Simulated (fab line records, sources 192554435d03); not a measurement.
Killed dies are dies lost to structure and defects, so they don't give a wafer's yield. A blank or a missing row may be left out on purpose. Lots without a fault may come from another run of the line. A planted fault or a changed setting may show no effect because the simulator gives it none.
Chamber matching | flow n5_finfet | N5_BEOL_M1_CO_CAP_55 on cvd_co-01: 3 sister chambers
The step material Co, precursor CCTBA/H2, target thk 2 nm, time 102.1 s. 14 wafers are shown with their chamber, then 7 later ones without.

WAFERS WITH THEIR CHAMBER
wafer  | chamber | heater_power_w (W) | chamber_pressure_Torr (Torr)
L074.3 | 0       | 215                | 29.92
L074.5 | 0       | 213                | 30.03
L074.6 | 2       | 237                | 29.96
L077.2 | 1       | 258                | 29.93
L077.5 | 1       | 268                | 29.89
L077.6 | 2       | 240                | 30.04
L082.1 | 0       | 212                | 29.90
L082.2 | 1       | 264                | 30.05
L082.3 | 2       | 242                | 30.08
L086.2 | 2       | 243                | 29.97
L086.3 | 1       | 259                | 30.06
L086.5 | 1       | 265                | 29.91
L091.1 | 1       | 262                | 29.90
L091.2 | 0       | 222                | 29.86

SIGNATURES (means of the wafers above)
reading               | chamber 0 | chamber 1 | chamber 2 | scatter within a chamber
heater_power_w        | 215.50    | 262.67    | 240.50    | 3.73
chamber_pressure_Torr | 29.9275   | 29.9567   | 30.0125   | 0.0711
Rule: a wafer's distance from a chamber is the root of the sum, over the readings, of the square of ((its reading less the chamber's mean) divided by the reading's scatter). The wafer belongs to the nearest chamber; if the next one is less than 2 further off, it can't be placed. The scatter: the root of (the sum of the squares of (reading less its chamber's mean) over the shown wafers, divided by (wafers less chambers)).

WAFERS WITHOUT THEIR CHAMBER
wafer  | heater_power_w (W) | chamber_pressure_Torr (Torr)
L091.6 | 267                | 30.01
L093.2 | 260                | 30.00
L093.4 | 264                | 29.97
L093.5 | 215                | 30.01
L094.1 | 270                | 30.05
L094.2 | 215                | 29.99
L094.3 | 244                | 30.08

WHICH CHAMBER EACH WENT THROUGH
wafer  | from the rows above | in truth
L091.6 | 1                   | 1
L093.2 | 1                   | 1
L093.4 | 1                   | 1
L093.5 | 0                   | 0
L094.1 | 1                   | 1
L094.2 | 0                   | 0
L094.3 | 2                   | 2
Placed correctly: 7 of 7. Can't be placed from these rows: 0. Placed wrongly: 0.
